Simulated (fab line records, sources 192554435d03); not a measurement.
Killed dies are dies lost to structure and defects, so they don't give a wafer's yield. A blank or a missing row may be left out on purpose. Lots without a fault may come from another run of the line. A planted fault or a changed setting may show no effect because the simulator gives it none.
A struck lot beside a sound one | flow n5_finfet | 23 steps out of a route of 1938
Sound: wafers L879.1, L879.3, L879.4. Struck: wafers L898.2, L898.4, L898.6. The cause comes at the end.
At each step with rows: each side's tool, then ch and its chambers, then its first start. Under that, the readings that differ: sound wafers | struck wafers | difference of the means | sigmas: that difference in standard deviations of wafers without a fault.
alike: readings whose means differ by less than 2 such deviations, and words and numbers that are the same on both sides. not compared: withheld readings, readings that some wafer has no value for, bounds like >300 that may hide the same value, and numbers for which the record gives no deviation and whose values overlap.
The two part at a step that has a row with sigmas, a row that says differs or no value, or rows on one side only. Numbers that don't overlap but have no deviation are shown without sigmas and don't part them. A reading that every wafer of one side lacks parts them only if that side has two wafers or more.

first, 10 steps without rows for these wafers: N5_FIN_SAQP_PRECLEAN_44 (cleans in SC2, time 45 s); N5_FIN_SAQP_SRD_01 (time 30 s); N5_FIN_SAQP_ALD_61 (deposits SiO2, target thk 4 nm, pulse time 1 s, purge time 2 s); N5_FIN_SAQP_DENSIFY_62 (time 60 s); N5_FIN_SAQP_HM_DEP_03 (deposits SiNx from SiH4/NH3/N2, target thk 38 nm, time 33.6 s); N5_FIN_SAQP_PECVD_47 (deposits a-Si from SiH4/He, target thk 45 nm, time 36.3 s); N5_FIN_SAQP_PECVD_48 (deposits SiNx from SiH4/NH3/N2, target thk 25 nm, time 22.1 s); N5_FIN_SAQP_PECVD_06 (deposits a-Si from SiH4/He, target thk 60 nm, time 48.1 s); N5_FIN_SAQP_HM_DEP_72 (deposits SiO2 from SiH4/N2O, target thk 12 nm, time 7.2 s); N5_FIN_SAQP_COAT_49 (time 60 s, resist thk 100 nm).
N5_FIN_SAQP_COAT_50: time 60 s, resist thk 35 nm.
  sound on litho_track-01 ch 0, day 2 04:17; struck on litho_track-01 ch 0, day 6 21:37
  reading                                     | sound                | struck               | difference | sigmas
  spin_speed_rpm (rpm)                        | 1499.5 1499.8 1499.4 | 1425.9 1427.0 1426.9 | -73.0      | -66
  model.SiARC_of_FIN_SAQP_COAT_50.thk_nm (nm) | 35.02 34.91 34.99    | 35.92 35.82 35.87    | +0.90      |
then, 7 steps without rows for these wafers: N5_FIN_SAQP_COAT_10 (resist thk 90 nm); N5_FIN_SAQP_EBR_12; N5_FIN_SAQP_SOFTBAKE_11 (time 60 s); N5_FIN_SAQP_EXPOSE_13 (exposes mask FIN CORE, target cd 35.6 nm); N5_FIN_SAQP_PEB_14 (peb time 60 s); N5_FIN_SAQP_DEVELOP_15 (develop time 30 s); N5_FIN_SAQP_DESCUM_21 (chemistry O2, time 7.9 s).
N5_FIN_SAQP_ETCH_51: etches SiARC in CF4, target depth 45.5 nm, time 75.8 s.
  sound on rie_diel-02 ch 0,1,3, day 2 04:47; struck on rie_diel-02 ch 0,1, day 6 22:20
  reading                                       | sound             | struck            | difference | sigmas
  model.etch.depth_nm (nm)                      | 35.02 34.91 34.99 | 35.92 35.82 35.87 | +0.90      |
  model.CAR-ArF_of_FIN_SAQP_COAT_10.thk_nm (nm) | 50.77 50.97 50.85 | 50.42 50.4 50.51  | -0.42      |
  alike: drypump_motor_current_A, etch_rf_on_time_s, oes_product_au, rf_vpp_V, showerhead_plenum_p_Torr, throttle_valve_pct
  not compared: rf_hours_counter_h
N5_FIN_SAQP_ETCH_52: etches SOC in N2/H2, target depth 100 nm, overetch 20 nm, time 150 s.
  sound on rie_diel-02 ch 0,1,3, day 2 04:51; struck on rie_diel-02 ch 0,1, day 6 22:23
  reading                                     | sound             | struck            | difference | sigmas
  model.SiARC_of_FIN_SAQP_COAT_50.thk_nm (nm) | 28.98 28.63 29.18 | 29.62 29.82 29.62 | +0.76      |
  alike: drypump_motor_current_A, oes_product_au, rf_vpp_V, showerhead_plenum_p_Torr, throttle_valve_pct
  not compared: rf_hours_counter_h
then, 1 step without rows for these wafers: N5_FIN_SAQP_STRIP_53 (strips in N2/H2).
-- the record jumps here: 7 days lie between the struck wafers' starts before and after (it left off in module FIN_SAQP and takes up again in module BEOL_M4, whose first step shown is number 1111 of the route) --
N5_BEOL_M4_RC_MEAS_101:
  sound on prober-01 ch 0, day 8 07:28; struck on prober-02 ch 0, day 13 11:15
  alike: DIBL_N, DIBL_P, IOFF_N, IOFF_P, ION_N, ION_P, SS_N, SS_P, VT_N, VT_P
-- the record jumps here: 4 days lie between the struck wafers' starts before and after (it left off in module BEOL_M4 and takes up again in module PASSIVATION, whose first step shown is number 1936 of the route) --
N5_PASSIVATION_PROBE_49:
  sound on prober-02, day 13 01:27; struck on prober-01, day 17 20:04
  alike: defect_limited_yield, killed_at_M0_to_M3, killed_at_M4_up, killed_at_contacts, killed_at_front_end, killed_at_other, killed_dies, killed_on_rim, killed_open, killed_short, sort_bin_5_function, sort_bin_6_memory, sort_bin_8_speed, sort_n_pass, sort_yield_pct

WHERE THEY PART
Only at N5_FIN_SAQP_COAT_50, within this record. Later steps at which nothing parts them and some readings are alike: N5_FIN_SAQP_ETCH_51, N5_FIN_SAQP_ETCH_52, N5_BEOL_M4_RC_MEAS_101, N5_PASSIVATION_PROBE_49.

WHY: what the simulator had put in
Process parameter drift: litho_track-01, from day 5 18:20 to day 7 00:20, at N5_FIN_SAQP_COAT_50. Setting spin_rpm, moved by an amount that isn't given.
